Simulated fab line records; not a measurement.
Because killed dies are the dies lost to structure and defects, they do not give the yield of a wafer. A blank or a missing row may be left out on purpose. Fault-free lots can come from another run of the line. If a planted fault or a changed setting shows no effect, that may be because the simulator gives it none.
fab line records	flow nandHarc
[record] lots = 24	wafers = 72	lastDay = 25
route steps=1159 shown P_ZERO_WELL@46 P_CONTACT@232
lots that met no fault: from a run of the same line without faults
startH: start of the lot's first displayed wafer, in hours after the record's first day	waitH: hours from the lot's prior step to this one	" identical to the entry in the row above	L1.1+2: one row covering several wafers at once	- no value, or no start given	* or withheld: withheld	< > ~ a bound
route shown NAME@n: a module of which the file shows steps, and the number in the route of the first	usual: average and standard deviation across the fault-free wafers	same: alike in all rows	chamber/n: place in a boat	sites: each site's reading	_std_site: the standard deviation of these	_edge_site: outer sites' mean less inner sites'	radiusMm: how far each site lies from the wafer's centre	mask NAME#n: copy n	behind: tool/chamber where the wafer was last shaped	hold: why the lot was held/for how many hours/how that ended	device: names the non-switching transistor (n, p or np)	end of line: tests of these same wafers at the route's end	for a step that has no rows: nothing shown but its recipe	killed: at the first sort, the dies lost to defects and structure; wafer yield is something else	map: a wafer's dies, x killed, . not, _ none there
set.NAME: setting as actually run; set.NAME@STEP: the setting as run at that earlier step	model.NAME: the simulator's own value behind a step, which no gauge read
the route's steps for a sample of lots (tables are steps, rows are wafers)
services: from which hour (startH, from the record's first day; less than 0 if before it) a tool's chamber was out of use, for how many hours, and why
[[steps]]
[step NHARC_P_ZERO_WELL_DESCUM_39]
[recipe] timeS = 3	o2FlowSccm = 200	arFlowSccm = 0	biasPowerW = 0	chemistry = O2
[usual] chamberPressureMTorr = 60.00/0.053	drypumpMotorCurrentA = 5.8/0.39	oesProductAu = 1.001/0.0092	rfVppV = 57.9/0.87	showerheadPlenumPTorr = 1.96/0.06	throttleValvePct = 11.313/0.0099
[same] timeS = 3
lot.wafer	tool	chamber	startH	waitH	chamberPressureMTorr	drypumpMotorCurrentA	oesProductAu	rfHoursCounterH	rfVppV	showerheadPlenumPTorr	throttleValvePct
L074.1	rieDiel-07	1	16.30	-	60.08	5.2	1.008	9	59.2	2.06	11.315
L074.4	"	2	"	"	60.13	5.6	1.000	9	58.9	1.96	11.322
L074.3	"	0	"	"	60.00	5.4	0.999	9	57.6	1.95	11.313
L075.2	rieDiel-07	2	22.66	-	59.99	5.6	0.997	9	56.9	1.96	11.309
L075.6	"	0	"	"	60.03	5.4	1.004	-	56.1	1.95	11.305
L075.5	"	1	"	"	59.99	5.2	1.000	-	58.0	2.06	11.306
L076.1	rieDiel-07	3	28.85	-	59.99	6.4	1.005	10	59.0	1.92	11.336
L076.2	"	2	"	"	60.01	5.6	1.000	10	57.0	1.96	11.312
L076.5	"	3	"	"	60.04	6.4	1.000	-	58.1	1.92	11.307
L077.1	rieDiel-11	0	34.24	-	60.01	6.0	1.002	1	59.0	1.98	11.317
L077.6	"	0	"	"	59.97	6.0	1.008	-	58.9	1.98	11.324
L077.5	"	1	"	"	60.05	6.1	0.983	-	56.1	1.94	11.321
L078.1	rieDiel-07	2	40.27	-	59.97	5.6	1.002	11	57.6	1.96	11.318
L078.4	"	1	"	"	60.02	5.2	0.981	11	58.0	2.05	11.326
L078.5	"	3	"	"	60.03	6.4	1.010	-	57.7	1.92	11.311
L079.3	rieDiel-07	1	46.29	-	59.98	5.2	0.983	11	58.1	2.05	11.317
L079.1	"	2	"	"	59.98	5.5	0.998	12	56.7	1.96	11.324
L079.5	"	0	"	"	60.05	5.4	0.993	-	58.0	1.95	11.312
L080.4	rieDiel-01	2	52.37	-	60.16	5.9	0.991	-	58.4	2.00	11.321
L080.5	"	3	"	"	59.89	5.6	1.008	-	59.0	1.95	11.307
L080.6	"	0	"	"	59.96	6.1	0.992	-	58.4	1.81	11.310
L081.1	rieDiel-11	0	58.42	-	60.02	5.9	1.015	3	58.8	1.98	11.337
L081.2	"	1	"	"	59.93	6.1	0.989	2	57.5	1.94	11.310
L081.4	"	2	"	"	60.09	6.5	1.011	2	56.9	1.91	11.301
L082.2	rieDiel-11	1	64.46	-	60.00	6.1	0.980	3	58.6	1.94	11.324
L082.5	"	2	"	"	60.07	6.5	0.998	-	57.6	1.91	11.308
L082.6	"	3	"	"	59.91	5.8	1.003	-	59.0	1.97	11.312
L083.4	rieDiel-01	0	70.16	-	60.04	6.1	1.004	8	59.3	1.81	11.326
L083.1	"	2	"	"	60.01	5.9	1.003	8	58.2	2.00	11.315
L083.5	"	3	"	"	60.05	5.6	1.007	-	58.3	1.95	11.301
L084.3	rieDiel-11	3	76.16	-	60.00	5.8	1.006	3	56.9	1.97	11.309
L084.1	"	2	"	"	59.97	6.6	1.008	3	59.4	1.91	11.332
L084.6	"	0	"	"	59.97	6.0	0.999	-	58.0	1.98	11.306
L085.2	rieDiel-07	3	82.41	-	60.00	6.4	0.992	2	57.1	1.92	11.301
L085.3	"	0	"	"	59.90	5.4	1.007	2	58.7	1.95	11.320
L085.6	"	3	"	"	59.98	6.4	0.987	-	57.9	1.92	11.305
L086.3	rieDiel-07	2	88.28	-	59.99	5.6	1.008	1	57.4	1.96	11.312
L086.2	"	3	"	"	60.09	6.4	0.994	2	56.7	1.92	11.323
L086.4	"	0	"	"	60.04	5.4	1.007	2	57.9	1.95	11.317
L087.2	rieDiel-01	0	94.41	-	60.08	6.1	0.995	9	57.3	1.81	11.327
L087.4	"	2	"	"	59.99	5.9	1.002	10	55.5	2.00	11.299
L087.5	"	0	"	"	59.92	6.1	1.004	-	58.2	1.81	11.305
L088.3	rieDiel-07	3	100.33	-	60.09	6.4	0.993	2	59.4	1.92	11.327
L088.6	"	0	"	"	60.04	5.4	1.006	-	58.3	1.95	11.304
L088.5	"	1	"	"	59.97	5.2	1.013	-	57.8	2.05	11.312
L089.1	rieDiel-07	2	106.43	-	59.96	5.6	1.004	3	57.9	1.96	11.318
L089.4	"	3	"	"	59.95	6.4	0.999	3	58.1	1.92	11.306
L089.6	"	2	"	"	59.96	5.6	0.997	-	58.5	1.96	11.305
L090.1	rieDiel-07	0	112.16	-	60.09	5.4	0.989	4	57.7	1.95	11.315
L090.3	"	1	"	"	60.04	5.2	1.004	3	57.5	2.05	11.315
L090.6	"	3	"	"	60.01	6.3	0.989	-	58.3	1.92	11.315
L091.4	rieDiel-01	2	118.46	-	59.95	5.9	1.002	13	58.9	1.99	11.297
L091.5	"	2	"	"	60.04	5.9	1.005	-	59.3	1.99	11.306
L091.6	"	3	"	"	59.88	5.6	1.006	-	57.4	1.95	11.310
L092.2	rieDiel-07	3	124.29	-	59.97	6.4	0.994	5	58.5	1.92	11.309
L092.5	"	2	"	"	60.06	5.6	0.997	-	57.4	1.96	11.318
L092.6	"	3	"	"	59.97	6.3	1.002	-	58.1	1.92	11.312
L093.3	rieDiel-01	2	130.26	-	59.91	6.0	1.006	13	56.6	1.99	11.309
L093.1	"	3	"	"	59.95	5.6	1.008	13	58.0	1.95	11.328
L093.5	"	2	"	"	59.98	6.0	0.993	-	58.4	1.99	11.296
L094.3	rieDiel-07	1	136.40	-	59.99	5.2	0.993	6	58.9	2.05	11.305
L094.4	"	2	"	"	60.05	5.6	1.019	5	59.4	1.96	11.312
L094.2	"	0	"	"	60.04	5.4	1.002	6	56.5	1.94	11.300
L095.1	rieDiel-07	3	142.59	-	60.00	6.3	1.001	7	58.0	1.92	11.328
L095.2	"	0	"	"	60.06	5.4	0.988	7	58.3	1.94	11.317
L095.6	"	1	"	"	60.09	5.2	0.996	-	58.5	2.05	11.324
L096.4	rieDiel-11	0	148.31	-	60.06	6.0	0.992	10	58.6	1.98	11.288
L096.6	"	3	"	"	59.94	5.8	1.003	-	57.1	1.97	11.321
L096.5	"	0	"	"	59.99	6.0	0.995	-	57.5	1.98	11.308
L097.2	rieDiel-01	2	154.22	-	60.02	6.0	0.985	0	57.9	1.99	11.311
L097.5	"	0	"	"	60.00	6.1	1.001	-	56.7	1.81	11.330
L097.6	"	1	"	"	60.01	6.1	1.023	-	58.8	2.04	11.301
[step NHARC_P_ZERO_WELL_RTA_42]
[recipe] tempC = 1100	timeS = 300
[usual] lampPowerPct = 40.0/1.6	wafer_temp_C_max = 1107.0/1.5
[same] timeS = 300
lot.wafer	tool	chamber	startH	waitH	lampPowerPct	wafer_temp_C_max
L074.1	rtpAnneal-02	0	18.95	-	38.0	1106.7
L074.3	"	0	"	"	38.0	1106.7
L074.4	"	0	"	"	38.0	1107.6
L075.2	rtpAnneal-02	0	25.37	-	37.9	1105.6
L075.5	"	0	"	"	37.9	1104.0
L075.6	"	0	"	"	37.9	1104.4
L076.1	rtpAnneal-01	0	31.45	-	41.2	1106.6
L076.2	"	0	"	"	41.2	1107.6
L076.5	"	0	"	"	41.2	1107.1
L077.1	rtpAnneal-01	0	36.73	-	41.1	1109.2
L077.5	"	0	"	"	41.2	1108.9
L077.6	"	0	"	"	41.1	1108.6
L078.1	rtpAnneal-01	0	43.13	-	41.2	1107.3
L078.4	"	0	"	"	41.2	1107.2
L078.5	"	0	"	"	41.2	1106.8
L079.1	rtpAnneal-01	0	48.80	-	41.1	1108.9
L079.3	"	0	"	"	41.2	1110.4
L079.5	"	0	"	"	41.2	1106.8
L080.4	rtpAnneal-02	0	55.31	-	38.0	1106.2
L080.5	"	0	"	"	37.9	1106.1
L080.6	"	0	"	"	37.9	1105.5
L081.1	rtpAnneal-01	0	60.90	-	41.3	1109.5
L081.2	"	0	"	"	41.3	1108.9
L081.4	"	0	"	"	41.2	1108.8
L082.2	rtpAnneal-01	0	67.21	-	41.1	1107.8
L082.5	"	0	"	"	41.1	1110.1
L082.6	"	0	"	"	41.0	1105.2
L083.1	rtpAnneal-01	0	72.64	-	41.2	1107.8
L083.4	"	0	"	"	41.2	1106.9
L083.5	"	0	"	"	41.1	1104.8
L084.1	rtpAnneal-01	0	78.85	-	41.1	1107.0
L084.3	"	0	"	"	41.1	1107.3
L084.6	"	0	"	"	41.2	1107.9
L085.2	rtpAnneal-02	0	85.13	-	38.0	1106.5
L085.3	"	0	"	"	38.0	1105.2
L085.6	"	0	"	"	38.0	1104.3
L086.2	rtpAnneal-01	0	91.00	-	41.2	1107.5
L086.3	"	0	"	"	41.2	1104.7
L086.4	"	0	"	"	41.0	1106.7
L087.2	rtpAnneal-02	0	97.20	-	37.9	1107.3
L087.4	"	0	"	"	37.9	1106.8
L087.5	"	0	"	"	37.9	1106.0
L088.3	rtpAnneal-02	0	103.12	-	37.9	1107.0
L088.5	"	0	"	"	37.9	1106.4
L088.6	"	0	"	"	37.9	1107.1
L089.1	rtpAnneal-01	0	109.03	-	41.2	1106.7
L089.4	"	0	"	"	41.2	1105.7
L089.6	"	0	"	"	41.3	1105.4
L090.1	rtpAnneal-01	0	114.75	-	41.2	1106.2
L090.3	"	0	"	"	41.2	1106.9
L090.6	"	0	"	"	41.2	1107.8
L091.4	rtpAnneal-01	0	121.42	-	41.2	1105.7
L091.5	"	0	"	"	41.1	1108.8
L091.6	"	0	"	"	41.3	1105.5
L092.2	rtpAnneal-02	0	126.89	-	37.9	1106.2
L092.5	"	0	"	"	37.8	1105.8
L092.6	"	0	"	"	38.0	1104.5
L093.1	rtpAnneal-01	0	132.78	-	41.2	1106.7
L093.3	"	0	"	"	41.2	1108.9
L093.5	"	0	"	"	41.2	1106.9
L094.2	rtpAnneal-01	0	139.18	-	41.2	1109.3
L094.3	"	0	"	"	41.3	1106.8
L094.4	"	0	"	"	41.2	1105.6
L095.1	rtpAnneal-02	0	145.36	-	37.9	1106.6
L095.2	"	0	"	"	38.0	1104.9
L095.6	"	0	"	"	37.9	1106.3
L096.4	rtpAnneal-02	0	151.31	-	38.0	1110.5
L096.5	"	0	"	"	38.0	1104.7
L096.6	"	0	"	"	38.0	1104.6
L097.2	rtpAnneal-01	0	157.10	-	41.2	1105.4
L097.5	"	0	"	"	41.1	1108.3
L097.6	"	0	"	"	41.1	1108.1
[step NHARC_P_CONTACT_CD_MEAS_12]
[recipe] targetCdNm = 90	landingEnergyEv = 500
[usual] cdNm = 90.1/0.67
lot.wafer	tool	chamber	startH	waitH	cdNm
L074.1	cdSem-01	0	112.58	-	89.7
L074.3	"	0	"	"	90.3
L074.4	"	0	"	"	90.0
L076.1	cdSem-03	0	119.26	-	89.2
L076.2	"	0	"	"	89.2
L076.5	"	0	"	"	89.3
L075.2	cdSem-02	0	120.59	-	90.8
L075.5	"	0	"	"	90.2
L075.6	"	0	"	"	91.1
L077.1	cdSem-02	0	125.95	-	91.5
L077.5	"	0	"	"	90.3
L077.6	"	0	"	"	90.6
L078.1	cdSem-03	0	136.99	-	91.1
L078.4	"	0	"	"	90.4
L078.5	"	0	"	"	90.4
L079.1	cdSem-03	0	139.76	-	89.9
L079.3	"	0	"	"	89.8
L079.5	"	0	"	"	89.1
L081.1	cdSem-02	0	144.47	-	90.9
L081.2	"	0	"	"	90.4
L081.4	"	0	"	"	90.1
L080.4	cdSem-01	0	145.09	-	90.9
L080.5	"	0	"	"	89.6
L080.6	"	0	"	"	89.1
L083.1	cdSem-01	0	161.34	-	89.4
L083.4	"	0	"	"	91.1
L083.5	"	0	"	"	91.0
L082.2	cdSem-03	0	161.68	-	89.9
L082.5	"	0	"	"	89.5
L082.6	"	0	"	"	90.7
L085.2	cdSem-02	0	170.66	-	89.8
L085.3	"	0	"	"	90.3
L085.6	"	0	"	"	89.2
L084.1	cdSem-03	0	171.40	-	90.5
L084.3	"	0	"	"	89.7
L084.6	"	0	"	"	89.7
L086.2	cdSem-01	0	186.50	-	89.0
L086.3	"	0	"	"	90.5
L086.4	"	0	"	"	89.7
L087.2	cdSem-01	0	186.93	-	91.5
L087.4	"	0	"	"	91.2
L087.5	"	0	"	"	91.3
L088.3	cdSem-02	0	197.05	-	89.2
L088.5	"	0	"	"	89.5
L088.6	"	0	"	"	89.7
L089.1	cdSem-02	0	203.74	-	89.4
L089.4	"	0	"	"	89.9
L089.6	"	0	"	"	89.5
L090.1	cdSem-03	0	204.82	-	89.7
L090.3	"	0	"	"	88.6
L090.6	"	0	"	"	89.3
L091.4	cdSem-03	0	212.96	-	90.6
L091.5	"	0	"	"	89.7
L091.6	"	0	"	"	90.5
L092.2	cdSem-02	0	222.93	-	88.7
L092.5	"	0	"	"	89.6
L092.6	"	0	"	"	88.6
L093.1	cdSem-02	0	224.89	-	90.8
L093.3	"	0	"	"	90.3
L093.5	"	0	"	"	89.9
L094.2	cdSem-02	0	230.84	-	89.4
L094.3	"	0	"	"	90.0
L094.4	"	0	"	"	90.1
L095.1	cdSem-02	0	236.11	-	89.8
L095.2	"	0	"	"	89.7
L095.6	"	0	"	"	90.3
L096.4	cdSem-02	0	242.00	-	90.0
L096.5	"	0	"	"	90.1
L096.6	"	0	"	"	90.8
L097.2	cdSem-01	0	260.15	-	90.0
L097.5	"	0	"	"	90.5
L097.6	"	0	"	"	90.9
[step NHARC_P_CONTACT_INSPECT_14]
[usual] rawDefectCount = 4.1/2.5
lot.wafer	tool	chamber	startH	waitH	rawDefectCount
L074.1	defectInspect-01	-	112.71	0.0	5
L074.3	"	-	"	"	3
L074.4	"	-	"	"	3
L076.1	defectInspect-01	-	119.39	0.0	6
L076.2	"	-	"	"	3
L076.5	"	-	"	"	0
L075.2	defectInspect-02	-	120.71	0.0	2
L075.5	"	-	"	"	3
L075.6	"	-	"	"	7
L077.1	defectInspect-01	-	126.07	0.0	2
L077.5	"	-	"	"	3
L077.6	"	-	"	"	3
L078.1	defectInspect-01	-	137.12	0.0	5
L078.4	"	-	"	"	3
L078.5	"	-	"	"	7
L079.1	defectInspect-02	-	139.89	0.0	3
L079.3	"	-	"	"	4
L079.5	"	-	"	"	4
L081.1	defectInspect-01	-	144.59	0.0	3
L081.2	"	-	"	"	3
L081.4	"	-	"	"	6
L080.4	defectInspect-02	-	145.21	0.0	3
L080.5	"	-	"	"	3
L080.6	"	-	"	"	7
L083.1	defectInspect-01	-	161.47	0.0	3
L083.4	"	-	"	"	8
L083.5	"	-	"	"	4
L082.2	defectInspect-02	-	161.80	0.0	11
L082.5	"	-	"	"	4
L082.6	"	-	"	"	13
L085.2	defectInspect-02	-	170.78	0.0	8
L085.3	"	-	"	"	4
L085.6	"	-	"	"	4
L084.1	defectInspect-01	-	171.53	0.0	4
L084.3	"	-	"	"	3
L084.6	"	-	"	"	1
L086.2	defectInspect-01	-	186.62	0.0	3
L086.3	"	-	"	"	5
L086.4	"	-	"	"	4
L087.2	defectInspect-01	-	187.05	0.0	2
L087.4	"	-	"	"	4
L087.5	"	-	"	"	2
L088.3	defectInspect-02	-	197.19	0.0	10
L088.5	"	-	"	"	8
L088.6	"	-	"	"	4
L089.1	defectInspect-01	-	203.86	0.0	4
L089.4	"	-	"	"	0
L089.6	"	-	"	"	4
L090.1	defectInspect-01	-	204.95	0.0	2
L090.3	"	-	"	"	1
L090.6	"	-	"	"	7
L091.4	defectInspect-01	-	213.08	0.0	6
L091.5	"	-	"	"	9
L091.6	"	-	"	"	4
L092.2	defectInspect-02	-	223.05	0.0	3
L092.5	"	-	"	"	3
L092.6	"	-	"	"	2
L093.1	defectInspect-02	-	225.01	0.0	6
L093.3	"	-	"	"	6
L093.5	"	-	"	"	4
L094.2	defectInspect-02	-	230.96	0.0	5
L094.3	"	-	"	"	4
L094.4	"	-	"	"	2
L095.1	defectInspect-01	-	236.23	0.0	2
L095.2	"	-	"	"	5
L095.6	"	-	"	"	6
L096.4	defectInspect-02	-	242.12	0.0	3
L096.5	"	-	"	"	6
L096.6	"	-	"	"	10
L097.2	defectInspect-01	-	260.28	0.0	6
L097.5	"	-	"	"	1
L097.6	"	-	"	"	2
[step NHARC_P_CONTACT_CD_MEAS_19]
[usual] cdNm = 90.0/1.9
lot.wafer	tool	chamber	startH	waitH	cdNm
L074.1	cdSem-01	-	113.64	-	90.8
L074.3	"	-	"	"	88.7
L074.4	"	-	"	"	88.4
L076.1	cdSem-02	-	120.32	-	86.4
L076.2	"	-	"	"	89.5
L076.5	"	-	"	"	87.6
L075.2	cdSem-01	-	121.64	-	87.6
L075.5	"	-	"	"	89.9
L075.6	"	-	"	"	90.2
L077.1	cdSem-02	-	127.00	-	93.4
L077.5	"	-	"	"	91.5
L077.6	"	-	"	"	92.7
L078.1	cdSem-01	-	138.11	-	89.6
L078.4	"	-	"	"	93.7
L078.5	"	-	"	"	89.0
L079.1	cdSem-03	-	140.82	-	89.0
L079.3	"	-	"	"	90.2
L079.5	"	-	"	"	89.6
L081.1	cdSem-03	-	145.53	-	89.7
L081.2	"	-	"	"	87.7
L081.4	"	-	"	"	87.8
L080.4	cdSem-03	-	146.15	-	94.4
L080.5	"	-	"	"	90.7
L080.6	"	-	"	"	91.9
L083.1	cdSem-03	-	162.40	-	87.1
L083.4	"	-	"	"	92.6
L083.5	"	-	"	"	91.5
L082.2	cdSem-02	-	162.77	-	92.6
L082.5	"	-	"	"	89.0
L082.6	"	-	"	"	92.2
L085.2	cdSem-03	-	171.72	-	88.7
L085.3	"	-	"	"	85.9
L085.6	"	-	"	"	86.8
L084.1	cdSem-03	-	172.77	-	90.9
L084.3	"	-	"	"	91.5
L084.6	"	-	"	"	91.3
L086.2	cdSem-01	-	187.70	-	91.8
L086.3	"	-	"	"	93.1
L086.4	"	-	"	"	89.2
L087.2	cdSem-03	-	188.04	-	89.6
L087.4	"	-	"	"	87.6
L087.5	"	-	"	"	86.6
L088.3	cdSem-03	-	198.12	-	89.7
L088.5	"	-	"	"	90.8
L088.6	"	-	"	"	90.6
L089.1	cdSem-02	-	204.80	-	90.4
L089.4	"	-	"	"	91.4
L089.6	"	-	"	"	90.6
L090.1	cdSem-03	-	205.96	-	93.1
L090.3	"	-	"	"	88.6
L090.6	"	-	"	"	91.2
L091.4	cdSem-01	-	214.02	-	91.9
L091.5	"	-	"	"	93.2
L091.6	"	-	"	"	92.9
L092.2	cdSem-03	-	223.98	-	88.0
L092.5	"	-	"	"	89.2
L092.6	"	-	"	"	88.8
L093.1	cdSem-01	-	226.07	-	88.3
L093.3	"	-	"	"	91.1
L093.5	"	-	"	"	89.7
L094.2	cdSem-01	-	231.90	-	88.7
L094.3	"	-	"	"	89.5
L094.4	"	-	"	"	88.0
L095.1	cdSem-02	-	237.32	-	90.4
L095.2	"	-	"	"	89.1
L095.6	"	-	"	"	88.0
L096.4	cdSem-03	-	243.21	-	88.9
L096.5	"	-	"	"	88.9
L096.6	"	-	"	"	88.6
L097.2	cdSem-03	-	261.21	-	92.3
L097.5	"	-	"	"	89.4
L097.6	"	-	"	"	92.5
[step NHARC_P_CONTACT_STRIP_28]
[recipe] o2FlowSccm = 500	arFlowSccm = 0	biasW = 0	chemistry = O2
[usual] chamberPressureMTorr = 60.00/0.055	drypumpMotorCurrentA = 5.9/0.42	oesProductAu = 0.997/0.01	rfVppV = 57.7/0.8	showerheadPlenumPTorr = 3.50/0.12	throttleValvePct = 17.037/0.0081
[same] biasW = 0
lot.wafer	tool	chamber	startH	waitH	chamberPressureMTorr	drypumpMotorCurrentA	oesProductAu	rfHoursCounterH	rfVppV	showerheadPlenumPTorr	throttleValvePct
L074.1	rieDiel-02	3	113.73	0.1	60.06	6.6	0.986	12	56.7	3.42	17.039
L074.4	"	0	"	"	60.01	5.9	0.986	13	58.4	3.38	17.022
L074.3	"	1	"	"	60.06	5.9	0.988	12	56.9	3.42	17.052
L076.1	rieDiel-02	0	120.41	0.1	59.98	5.8	0.984	14	56.8	3.38	17.023
L076.2	"	1	"	"	60.01	5.9	0.996	13	56.5	3.42	17.035
L076.5	"	0	"	"	60.00	5.8	0.998	-	58.3	3.38	17.042
L075.2	rieDiel-02	3	121.74	0.1	60.04	6.6	1.003	13	56.5	3.42	17.030
L075.5	"	1	"	"	60.02	5.9	0.995	-	58.2	3.42	17.047
L075.6	"	2	"	"	59.99	5.6	0.997	-	58.3	3.66	17.030
L077.1	rieDiel-05	2	127.11	0.1	59.96	6.7	1.003	43	57.4	3.70	17.033
L077.5	"	0	"	"	60.04	5.9	0.988	-	56.7	3.48	17.048
L077.6	"	1	"	"	60.04	5.3	1.010	-	57.9	3.39	17.038
L078.4	rieDiel-05	2	138.18	0.1	60.06	6.7	1.012	48	58.5	3.70	17.028
L078.1	"	1	"	"	59.94	5.3	1.013	44	58.1	3.39	17.039
L078.5	"	3	"	"	59.98	5.7	1.000	-	57.3	3.43	17.035
L079.3	rieDiel-02	3	140.90	0.1	59.95	6.6	0.987	15	58.4	3.42	17.027
L079.1	"	2	"	"	60.00	5.6	1.001	16	58.8	3.66	17.035
L079.5	"	0	"	"	60.00	5.8	0.987	-	57.1	3.38	17.042
L081.4	rieDiel-12	2	145.62	0.1	59.91	6.2	0.988	11	58.2	3.70	17.053
L081.2	"	3	"	"	59.95	5.9	1.001	9	59.2	3.58	17.049
L081.1	"	0	"	"	59.91	6.3	0.999	11	57.6	3.42	17.037
L080.4	rieDiel-02	0	146.25	0.1	60.06	5.8	0.984	16	57.6	3.38	17.053
L080.5	"	2	"	"	59.98	5.6	0.994	-	57.8	3.66	17.035
L080.6	"	3	"	"	60.05	6.6	0.987	-	58.3	3.42	17.033
L083.4	rieDiel-02	3	162.49	0.1	59.99	6.6	0.987	0	58.0	3.42	17.033
L083.1	"	1	"	"	60.03	5.8	0.976	0	57.9	3.42	17.030
L083.5	"	3	"	"	59.96	6.6	0.985	-	57.3	3.42	17.035
L082.2	rieDiel-05	3	162.89	0.1	59.98	5.7	0.997	53	58.5	3.42	17.025
L082.5	"	0	"	"	60.05	5.9	0.994	-	58.2	3.48	17.032
L082.6	"	1	"	"	59.95	5.3	1.004	-	57.9	3.39	17.038
L085.2	rieDiel-12	2	171.80	0.1	60.06	6.2	0.986	15	58.0	3.70	17.036
L085.3	"	0	"	"	60.03	6.3	0.994	14	56.3	3.41	17.037
L085.6	"	1	"	"	60.00	5.2	1.003	-	57.2	3.47	17.055
L084.3	rieDiel-02	3	172.86	0.1	59.95	6.6	0.992	2	57.8	3.42	17.036
L084.1	"	0	"	"	59.94	5.8	0.992	2	57.3	3.38	17.035
L084.6	"	3	"	"	60.10	6.6	0.994	-	57.5	3.42	17.030
L086.3	rieDiel-02	1	187.77	0.1	59.94	5.9	0.986	3	57.7	3.42	17.042
L086.2	"	2	"	"	59.99	5.6	1.013	3	58.1	3.66	17.023
L086.4	"	0	"	"	59.96	5.8	0.984	-	56.8	3.38	17.035
L087.2	rieDiel-02	0	188.14	0.1	59.98	5.8	0.990	3	56.9	3.38	17.034
L087.4	"	2	"	"	60.01	5.6	1.010	-	58.5	3.66	17.051
L087.5	"	1	"	"	60.01	5.9	0.979	-	58.0	3.42	17.039
L088.3	rieDiel-02	0	198.19	0.1	60.07	5.8	0.989	4	57.5	3.38	17.026
L088.5	"	2	"	"	60.05	5.6	1.000	-	58.2	3.66	17.040
L088.6	"	3	"	"	59.98	6.6	0.995	-	57.6	3.42	17.036
L089.4	rieDiel-02	1	204.87	0.1	60.08	5.9	0.980	4	56.9	3.42	17.020
L089.1	"	0	"	"	59.96	5.8	0.982	5	56.0	3.38	17.050
L089.6	"	1	"	"	59.95	5.9	0.977	-	56.4	3.42	17.046
L090.1	rieDiel-02	3	206.05	0.1	59.94	6.6	0.986	4	56.8	3.42	17.032
L090.3	"	1	"	"	60.09	5.9	0.985	4	57.4	3.42	17.032
L090.6	"	3	"	"	59.97	6.6	0.989	-	58.5	3.42	17.037
L091.4	rieDiel-12	1	214.12	0.1	59.99	5.2	1.020	0	58.1	3.47	17.041
L091.6	"	3	"	"	59.92	6.0	0.989	-	56.9	3.58	17.048
L091.5	"	0	"	"	59.97	6.3	1.000	-	57.0	3.41	17.032
L092.2	rieDiel-02	3	224.09	0.1	60.15	6.7	0.998	6	58.6	3.42	17.046
L092.6	"	1	"	"	59.97	5.9	1.000	-	57.4	3.42	17.042
L092.5	"	2	"	"	59.93	5.6	1.004	-	56.5	3.66	17.030
L093.1	rieDiel-02	2	226.18	0.1	60.05	5.6	1.017	7	58.3	3.66	17.037
L093.3	"	3	"	"	59.99	6.6	0.996	6	57.5	3.42	17.040
L093.5	"	1	"	"	60.16	5.9	0.998	-	56.0	3.42	17.030
L094.2	rieDiel-02	1	231.97	0.1	60.04	5.9	0.980	6	57.6	3.42	17.039
L094.4	"	2	"	"	60.01	5.6	1.014	7	56.5	3.66	17.045
L094.3	"	3	"	"	59.98	6.6	0.990	6	57.5	3.42	17.043
L095.2	rieDiel-02	3	237.39	0.1	60.02	6.6	0.987	7	57.3	3.42	17.031
L095.1	"	1	"	"	60.01	5.9	0.987	7	56.5	3.42	17.034
L095.6	"	3	"	"	60.09	6.6	0.988	-	57.3	3.42	17.032
L096.6	rieDiel-12	3	243.34	0.1	59.99	6.0	0.997	-	57.6	3.58	17.022
L096.4	"	1	"	"	60.01	5.1	1.005	-	58.4	3.47	17.040
L096.5	"	2	"	"	60.04	6.2	0.990	-	57.7	3.70	17.026
L097.2	rieDiel-12	0	261.30	0.1	60.00	6.3	0.995	4	56.0	3.41	17.053
L097.5	"	3	"	"	60.01	6.0	0.989	-	59.4	3.58	17.023
L097.6	"	0	"	"	60.00	6.3	0.994	-	57.9	3.41	17.048
[[services]]
tool	chamber	startH	hours	kind
rieDiel-07	1	7.81	5.5	repair
rieDiel-02	0	8.26	19.8	repair
rieDiel-01	1	15.14	1.9	repair
rieDiel-11	-	16.55	9.0	pm
rieDiel-02	3	16.60	2.3	repair
rieDiel-02	1	16.65	21.1	repair
rieDiel-12	-	25.40	9.0	pm
rieDiel-01	1	38.12	18.8	repair
rieDiel-07	-	46.53	1.2	repair
rieDiel-02	3	48.73	22.1	repair
rieDiel-07	-	51.75	9.0	pm
rieDiel-12	-	59.50	0.9	repair
rieDiel-12	1	67.57	6.7	repair
rieDiel-11	2	80.05	3.4	repair
rtpAnneal-02	-	90.02	1.1	repair
rieDiel-01	-	137.80	9.0	pm
rieDiel-02	-	151.25	9.0	pm
rieDiel-02	3	178.99	12.4	repair
rieDiel-02	1	191.46	7.5	repair
rieDiel-07	-	214.35	0.5	repair
rieDiel-07	2	218.54	6.2	repair
rieDiel-01	1	227.85	13.1	repair
rieDiel-07	-	228.87	9.0	pm
rieDiel-01	2	255.05	23.7	repair
[[key]]
fault none
